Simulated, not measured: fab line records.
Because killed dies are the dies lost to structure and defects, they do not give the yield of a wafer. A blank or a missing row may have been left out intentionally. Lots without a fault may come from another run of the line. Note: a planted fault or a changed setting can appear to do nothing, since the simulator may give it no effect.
fab line records	flow n5-finfet
record: lots: 11	wafers: 32	last-day: 17
route steps=1938 shown BEOL_M1@803 BEOL_M4@1111 PASSIVATION@1936
lots that met no fault: from a run of the same line without faults
start-h: hours from the record's opening day to when the first of the lot's shown wafers began	wait-h: how many hours have passed since the lot's step before this one	" unchanged from the row above	L1.1+2: several wafers, shown together as one row	- either no value or no given start	* or withheld: withheld	< > ~ a bound
route shown NAME@n: names a module that has steps shown in the file, with the first one's number in the route	usual: average and standard deviation across the fault-free wafers	same: alike in all rows	chamber/n: place in a boat	sites: readings site by site	_std_site: their standard deviation	_edge_site: the outer-site mean with the inner-site mean subtracted	radius-mm: for every site, how far away it sits from the centre of the wafer	mask NAME#n: copy n	behind: tool/chamber where the wafer was last shaped	hold: what put the lot on hold/how long, in hours/how the hold closed	device: the n, p or np transistor that did not switch	end of line: the tests these same wafers got at the end of their route	where a step has no rows: the recipe by itself	killed: not the wafer's yield, but the dies lost to structure and defects at the first sort	map: the dies of a wafer, with x for killed, . for not killed, _ for no die there
set.NAME: setting as actually run; set.NAME@STEP: the setting as run at that earlier step	model.NAME: the simulator's own value behind a step, which no gauge read
route steps across a sampled set of lots; one table per step, one row per wafer
services: when a tool's chamber went out of use (start-h, in hours from the record's first day, below 0 if earlier), for how many hours, and the reason
== steps ==
step: N5_BEOL_M1_OCD_MEAS_38
usual: trench-depth-nm: 54.9/0.68
lot.wafer	tool	chamber	start-h	wait-h	trench-depth-nm
L464.4	ocd-01	-	127.71	-	53.8
L464.5	"	-	"	"	54.8
L464.6	"	-	"	"	55.4
L466.2	ocd-02	-	136.87	-	54.8
L466.4	"	-	"	"	55.0
L466.5	"	-	"	"	54.2
L467.1	ocd-02	-	147.90	-	53.3
L467.2	"	-	"	"	54.5
L467.6	"	-	"	"	55.8
L468.1	ocd-02	-	151.09	-	55.2
L468.3	"	-	"	"	55.3
L468.6	"	-	"	"	55.4
L469.1	ocd-01	-	158.04	-	54.5
L469.2	"	-	"	"	54.0
L469.5	"	-	"	"	54.7
L477.1	ocd-02	-	204.27	-	55.2
L477.2	"	-	"	"	55.5
L477.3	"	-	"	"	54.7
L481.1	ocd-02	-	224.69	-	54.1
L481.2	"	-	"	"	55.4
L481.3	"	-	"	"	54.3
L480.3	ocd-02	-	232.41	-	55.3
L480.5	"	-	"	"	54.1
L480.6	"	-	"	"	55.4
L482.2	ocd-02	-	235.74	-	54.6
L482.6	"	-	"	"	54.7
L484.4	ocd-01	-	249.53	-	54.1
L484.5	"	-	"	"	55.1
L484.6	"	-	"	"	53.9
L487.2	ocd-02	-	266.93	-	55.0
L487.3	"	-	"	"	55.2
L487.4	"	-	"	"	55.2
step: N5_BEOL_M1_ANNEAL_49
recipe: temp-c: 400	time-s: 240	ambient: vacuum
usual: heater-power-w: 822/59
same: time-s: 240
lot.wafer	tool	chamber	start-h	wait-h	heater-power-w
L464.4	pvd-sputter-01	-	129.22	0.0	842
L464.5	"	-	"	"	865
L464.6	"	-	"	"	897
L466.2	pvd-sputter-03	-	138.07	0.0	739
L466.4	"	-	"	"	793
L466.5	"	-	"	"	782
L467.1	pvd-sputter-02	-	149.28	0.0	658
L467.2	"	-	"	"	845
L467.6	"	-	"	"	673
L468.1	pvd-sputter-03	-	152.03	0.0	827
L468.3	"	-	"	"	767
L468.6	"	-	"	"	744
L469.1	pvd-sputter-02	-	160.94	0.0	836
L469.2	"	-	"	"	672
L469.5	"	-	"	"	880
L477.1	pvd-sputter-02	-	205.44	0.0	865
L477.2	"	-	"	"	869
L477.3	"	-	"	"	696
L481.1	pvd-sputter-02	-	226.24	0.0	861
L481.2	"	-	"	"	872
L481.3	"	-	"	"	682
L480.3	pvd-sputter-01	-	233.83	0.0	849
L480.5	"	-	"	"	830
L480.6	"	-	"	"	843
L482.2	pvd-sputter-03	-	237.53	0.0	763
L482.6	"	-	"	"	837
L484.4	pvd-sputter-01	-	250.53	0.0	915
L484.5	"	-	"	"	824
L484.6	"	-	"	"	911
L487.2	pvd-sputter-03	-	267.88	0.0	767
L487.3	"	-	"	"	763
L487.4	"	-	"	"	774
step: N5_BEOL_M1_SPUTTER_81
recipe: material: Cu	target-thk-a: 45	temp-c: -20	chamber-pressure-pa: 0.07	power-w: withheld	time-s: 8.29
usual: chamber-pressure-pa: 0.07001/0.00014	chuck-gas-flow-sccm: 1.25/0.054	throttle-valve-pct: 30.2/0.87	time-s: 8.29/0
lot.wafer	tool	chamber	start-h	wait-h	chamber-pressure-pa	chuck-gas-flow-sccm	throttle-valve-pct	time-s
L464.4	pvd-sputter-01	-	129.58	0.1	0.07005	1.24	29.6	8.29
L464.5	"	-	"	"	0.07008	1.26	28.7	8.29
L464.6	"	-	"	"	0.07013	1.26	31.0	8.29
L466.2	pvd-sputter-03	-	138.43	0.1	-	-	-	-
L466.4	"	-	"	"	-	-	-	-
L466.5	"	-	"	"	-	-	-	-
L467.1	pvd-sputter-02	-	149.64	0.1	-	-	-	-
L467.2	"	-	"	"	-	-	-	-
L467.6	"	-	"	"	-	-	-	-
L468.1	pvd-sputter-03	-	152.39	0.1	-	-	-	-
L468.3	"	-	"	"	-	-	-	-
L468.6	"	-	"	"	-	-	-	-
L469.1	pvd-sputter-02	-	161.30	0.1	0.07009	1.32	31.3	8.29
L469.2	"	-	"	"	0.07011	1.28	29.9	8.29
L469.5	"	-	"	"	0.07007	1.28	30.5	8.29
L477.1	pvd-sputter-02	-	205.80	0.1	0.06991	1.26	31.3	8.29
L477.2	"	-	"	"	0.07002	1.21	30.6	8.29
L477.3	"	-	"	"	0.06987	1.28	29.9	8.29
L481.1	pvd-sputter-02	-	226.60	0.1	0.06995	1.16	30.0	8.29
L481.2	"	-	"	"	0.07026	1.27	31.4	8.29
L481.3	"	-	"	"	0.06989	1.36	30.0	8.29
L480.3	pvd-sputter-01	-	234.19	0.1	0.07022	1.28	30.8	8.29
L480.5	"	-	"	"	0.07008	1.24	30.7	8.29
L480.6	"	-	"	"	0.06994	1.24	29.9	8.29
L482.2	pvd-sputter-03	-	237.89	0.1	0.06995	1.36	29.7	8.29
L482.6	"	-	"	"	0.06997	1.17	30.7	8.29
L484.4	pvd-sputter-01	-	250.89	0.1	0.06999	1.28	30.8	8.29
L484.5	"	-	"	"	0.06981	1.22	29.6	8.29
L484.6	"	-	"	"	0.06993	1.21	30.6	8.29
L487.2	pvd-sputter-03	-	268.24	0.1	0.07014	1.24	31.7	8.29
L487.3	"	-	"	"	0.06993	1.30	29.0	8.29
L487.4	"	-	"	"	0.07005	1.30	29.5	8.29
step: N5_BEOL_M1_ANNEAL_93
recipe: temp-c: 400	time-s: 240	ambient: vacuum
usual: heater-power-w: 820/57
same: time-s: 240
lot.wafer	tool	chamber	start-h	wait-h	heater-power-w
L464.4	pvd-sputter-01	-	130.54	0.0	852
L464.5	"	-	"	"	846
L464.6	"	-	"	"	912
L466.2	pvd-sputter-03	-	139.39	0.0	765
L466.4	"	-	"	"	813
L466.5	"	-	"	"	752
L467.1	pvd-sputter-02	-	150.60	0.0	693
L467.2	"	-	"	"	834
L467.6	"	-	"	"	689
L468.1	pvd-sputter-03	-	153.35	0.0	825
L468.3	"	-	"	"	769
L468.6	"	-	"	"	768
L469.1	pvd-sputter-02	-	162.26	0.0	852
L469.2	"	-	"	"	689
L469.5	"	-	"	"	851
L477.1	pvd-sputter-02	-	206.76	0.0	826
L477.2	"	-	"	"	848
L477.3	"	-	"	"	691
L481.1	pvd-sputter-02	-	227.56	0.0	837
L481.2	"	-	"	"	853
L481.3	"	-	"	"	690
L480.3	pvd-sputter-01	-	235.15	0.0	856
L480.5	"	-	"	"	854
L480.6	"	-	"	"	831
L482.2	pvd-sputter-03	-	238.85	0.0	754
L482.6	"	-	"	"	827
L484.4	pvd-sputter-01	-	251.85	0.0	900
L484.5	"	-	"	"	833
L484.6	"	-	"	"	906
L487.2	pvd-sputter-03	-	269.20	0.0	774
L487.3	"	-	"	"	788
L487.4	"	-	"	"	743
step: N5_BEOL_M4_RC_MEAS_101
usual: DIBL_N: 36.2/1.4	DIBL_P: 36.1/1.5	IOFF_N: 0.153/0.02	IOFF_P: 0.215/0.03	ION_N: 672/8.6	ION_P: 463/6.8	SS_N: 71.5/0.47	SS_P: 73.3/0.57	VT_N: 250.6/2.4	VT_P: -249/3.2
lot.wafer	tool	chamber	start-h	wait-h	DIBL_N[mV/V]	DIBL_P[mV/V]	IOFF_N[nA/um]	IOFF_P[nA/um]	ION_N[uA/um]	ION_P[uA/um]	SS_N[mV/dec]	SS_P[mV/dec]	VT_N[mV]	VT_P[mV]
L464.4	prober-01	0	170.06	0.5	37.6	37.9	0.159	0.247	674	474	72.6	72.9	249.2	-247
L464.5	"	0	"	"	37.6	38.2	0.161	0.259	665	465	72.1	73.1	249.9	-245
L464.6	"	0	"	"	37.4	37.4	0.151	0.246	661	464	72.0	73.3	252.7	-247
L466.2	prober-01	0	175.96	0.2	38.6	38.4	0.186	0.248	673	464	71.8	74.6	246.8	-245
L466.4	"	0	"	"	38.9	38.0	0.179	0.249	676	461	73.0	73.8	248.2	-247
L466.5	"	0	"	"	37.4	36.7	0.161	0.224	667	457	72.1	73.5	249.3	-250
L467.1	prober-01	0	179.12	0.0	37.4	36.1	0.166	0.220	685	463	71.4	72.5	248.1	-248
L467.2	"	0	"	"	37.1	34.9	0.160	0.197	666	457	72.1	72.6	249.0	-251
L467.6	"	0	"	"	38.6	37.0	0.187	0.237	667	460	72.1	74.1	248.3	-251
L468.1	prober-01	0	190.78	0.0	36.2	35.4	0.146	0.181	666	456	71.9	73.4	249.2	-255
L468.3	"	0	"	"	37.4	36.6	0.162	0.185	672	455	71.7	74.1	252.6	-255
L468.6	"	0	"	"	36.5	35.7	0.148	0.171	667	447	71.5	73.5	253.0	-255
L469.1	prober-02	0	195.10	0.0	36.7	37.2	0.156	0.219	668	460	71.6	73.6	251.8	-251
L469.2	"	0	"	"	33.9	33.7	0.113	0.172	652	455	70.8	71.9	258.3	-254
L469.5	"	0	"	"	36.0	36.6	0.146	0.215	662	462	71.3	73.3	250.5	-251
L477.1	prober-02	0	244.40	0.0	37.3	38.1	0.159	0.210	678	461	71.6	73.9	249.5	-250
L477.2	"	0	"	"	36.6	36.3	0.147	0.189	674	458	70.8	73.4	253.1	-251
L477.3	"	0	"	"	38.5	38.9	0.178	0.222	682	457	71.1	74.0	247.0	-251
L481.1	prober-01	0	265.57	0.0	35.1	35.4	0.147	0.227	675	465	71.9	73.4	252.7	-247
L481.2	"	0	"	"	36.4	36.6	0.162	0.255	664	462	71.5	74.4	251.6	-245
L481.3	"	0	"	"	36.7	36.7	0.179	0.257	673	465	72.6	73.9	250.0	-244
L480.3	prober-02	0	269.93	1.0	34.3	33.4	0.122	0.160	657	450	70.8	73.0	254.2	-257
L480.5	"	0	"	"	35.7	34.8	0.139	0.177	666	453	71.0	72.7	251.7	-253
L480.6	"	0	"	"	32.6	31.0	0.103	0.131	656	450	70.6	72.2	255.1	-259
L482.2	prober-02	0	276.83	0.2	34.2	34.1	0.130	0.173	667	460	71.3	73.0	253.5	-253
L482.6	"	0	"	"	34.9	35.8	0.148	0.189	682	460	70.9	73.8	249.9	-252
L484.4	prober-02	0	287.11	0.5	33.4	33.3	0.105	0.157	659	456	71.1	72.7	254.6	-255
L484.5	"	0	"	"	34.2	34.3	0.113	0.175	652	451	71.2	72.6	254.2	-251
L484.6	"	0	"	"	37.0	37.3	0.147	0.210	681	467	71.7	73.5	253.8	-250
L487.2	prober-01	0	302.39	0.2	34.1	35.2	0.146	0.200	676	467	70.4	73.2	249.4	-249
L487.3	"	0	"	"	36.1	37.2	0.166	0.217	667	462	71.7	73.4	249.0	-247
L487.4	"	0	"	"	35.6	36.6	0.160	0.213	676	461	71.5	73.7	250.4	-251
step: N5_PASSIVATION_PROBE_49
usual: defect-limited-yield: 91.3/1.3	killed_at_M0_to_M3: 35/13	killed_at_M4_up: 13/5.2	killed-at-contacts: 12/6.2	killed-at-front-end: 39/9.6	killed-at-other: 3.1/2.6	killed-dies: 102/16	killed-open: 68/13	killed-short: 33/6.9	sort_bin_5_function: 5.1/0.87	sort_bin_6_memory: 3.3/0.67	sort-n-pass: 1078/16	sort-yield-pct: 91.3/1.3
same: gross-dies: 1180	killed-at-back-side: 0	sort_bin_4_leakage[%]: 0	sort_bin_8_speed[%]: 0
lot.wafer	tool	chamber	start-h	wait-h	defect-limited-yield[%]	killed_at_M0_to_M3	killed_at_M4_up	killed-at-contacts	killed-at-front-end	killed-at-other	killed-dies	killed-open	killed-short	sort_bin_5_function[%]	sort_bin_6_memory[%]	sort-n-pass	sort-yield-pct[%]
L466.2	prober-01	-	273.55	0.1	89.7	26	11	23	59	2	121	78	40	5.2	4.4	1059	89.7
L466.4	prober-01	-	273.65	0.2	90.6	39	8	11	49	4	111	74	31	5.7	3.2	1069	90.6
L466.5	prober-01	-	273.70	0.2	89.8	46	12	20	39	3	120	73	39	6.2	3.6	1060	89.8
L467.1	prober-01	-	282.65	0.0	92.1	41	7	8	33	4	93	58	29	4.7	3.1	1087	92.1
L467.2	prober-01	-	282.70	0.1	92.1	28	16	2	42	5	93	49	39	4.8	2.7	1087	92.1
L467.6	prober-01	-	282.90	0.3	92.5	39	6	7	35	2	89	44	38	3.6	3.6	1091	92.5
L468.1	prober-01	-	290.57	0.0	91.3	37	16	20	27	3	103	59	31	5.0	3.6	1077	91.3
L468.3	prober-01	-	290.67	0.1	91.2	37	9	26	32	0	104	66	31	5.2	3.4	1076	91.2
L468.6	prober-01	-	290.82	0.3	91.0	41	12	22	26	5	106	69	30	5.8	2.6	1074	91.0
killed by level:class
L466.2 MOL_CONTACT_COAG:geometric-particle:open=19 FIN_SAQP:geometric-particle:open=14 STI_FIN_REVEAL:geometric-particle:open=14 BEOL_M0_SAQP:geometric-particle:short=8 BEOL_M4:geometric-particle:open=7 STARTING-WAFER:geometric-particle:short=6 DUMMY_GATE:geometric-particle:open=6 FIN_SAQP:geometric-particle:short=5
L466.4 STI_FIN_REVEAL:geometric-particle:open=12 MOL_CONTACT_COAG:geometric-particle:open=10 FIN_SAQP:geometric-particle:short=9 BEOL_M0_SAQP:geometric-particle:short=9 FIN_SAQP:geometric-particle:open=7 DUMMY_GATE:geometric-particle:open=7 BEOL_M0_SAQP:geometric-particle:open=7 BEOL_M2:geometric-particle:open=7
L466.5 MOL_CONTACT_COAG:geometric-particle:open=15 BEOL_M1:geometric-particle:open=12 FIN_SAQP:geometric-particle:open=9 BEOL_M0_SAQP:geometric-particle:short=8 BEOL_M3:geometric-particle:open=7 BEOL_M0_SAQP:geometric-particle:open=6 BEOL_M3:geometric-particle:short=6 MOL_CONTACT_COAG:geometric-particle:short=5
L467.1 BEOL_M0_SAQP:geometric-particle:short=13 BEOL_M0_SAQP:geometric-particle:open=10 FIN_SAQP:geometric-particle:open=7 MOL_CONTACT_COAG:geometric-particle:open=7 BEOL_M1:interface-void-opened=6 GATE_CUT:geometric-particle:open=6 FIN_SAQP:geometric-particle:short=5 BEOL_M3:geometric-particle:open=5
L467.2 FIN_SAQP:geometric-particle:short=9 STI_FIN_REVEAL:geometric-particle:open=9 BEOL_M1:geometric-particle:open=8 BEOL_M0_SAQP:geometric-particle:open=6 FIN_SAQP:geometric-particle:open=5 STI_FIN_REVEAL:geometric-particle:short=5 BEOL_M5:geometric-particle:short=5 BEOL_M1:interface-void-opened=5
L467.6 FIN_SAQP:geometric-particle:short=11 BEOL_M1:geometric-particle:open=9 BEOL_M0_SAQP:geometric-particle:short=9 BEOL_M0_SAQP:geometric-particle:open=7 STI_FIN_REVEAL:geometric-particle:open=6 MOL_CONTACT_COAG:geometric-particle:open=6 FIN_SAQP:geometric-particle:open=5 BEOL_M1:interface-void-opened=5
L468.1 MOL_CONTACT_COAG:geometric-particle:open=15 BEOL_M1:interface-void-opened=11 BEOL_M1:geometric-particle:open=7 FIN_SAQP:geometric-particle:short=6 STARTING-WAFER:geometric-particle:open=6 MOL_CONTACT_COAG:geometric-particle:short=5 BEOL_M2:geometric-particle:open=5 BEOL_M0_SAQP:geometric-particle:open=4
L468.3 MOL_CONTACT_COAG:geometric-particle:open=23 FIN_SAQP:geometric-particle:open=8 BEOL_M0_SAQP:geometric-particle:open=7 BEOL_M1:interface-void-opened=7 FIN_SAQP:geometric-particle:short=5 BEOL_M0_SAQP:geometric-particle:short=5 BEOL_M1:geometric-particle:open=5 BEOL_M2:geometric-particle:short=5
L468.6 MOL_CONTACT_COAG:geometric-particle:open=19 BEOL_M0_SAQP:geometric-particle:open=8 BEOL_M4:geometric-particle:open=7 BEOL_M1:interface-void-opened=6 FIN_SAQP:geometric-particle:short=5 BEOL_M1:geometric-particle:open=5 BEOL_M1:geometric-particle:short=5 BEOL_M0_SAQP:geometric-particle:short=4
== services ==
tool	chamber	start-h	hours	kind
pvd-sputter-03	-	140.90	4.9	repair
== key ==
first-sign: step: N5_BEOL_M1_SPUTTER_81	reading: tool-record	direction: missing
effect none on later readings
met-at N5_BEOL_M1_SPUTTER_81
struck-lots L466,L467,L468
not-acting-at N5_BEOL_M1_OCD_MEAS_38,N5_BEOL_M1_ANNEAL_49,N5_BEOL_M1_ANNEAL_93
fault: kind: skipped-step-whole	tool: pvd-sputter-02,pvd-sputter-03	chamber: -	onset-h: 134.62	steps: N5_BEOL_M1_SPUTTER_81	scope: struck-lots-only
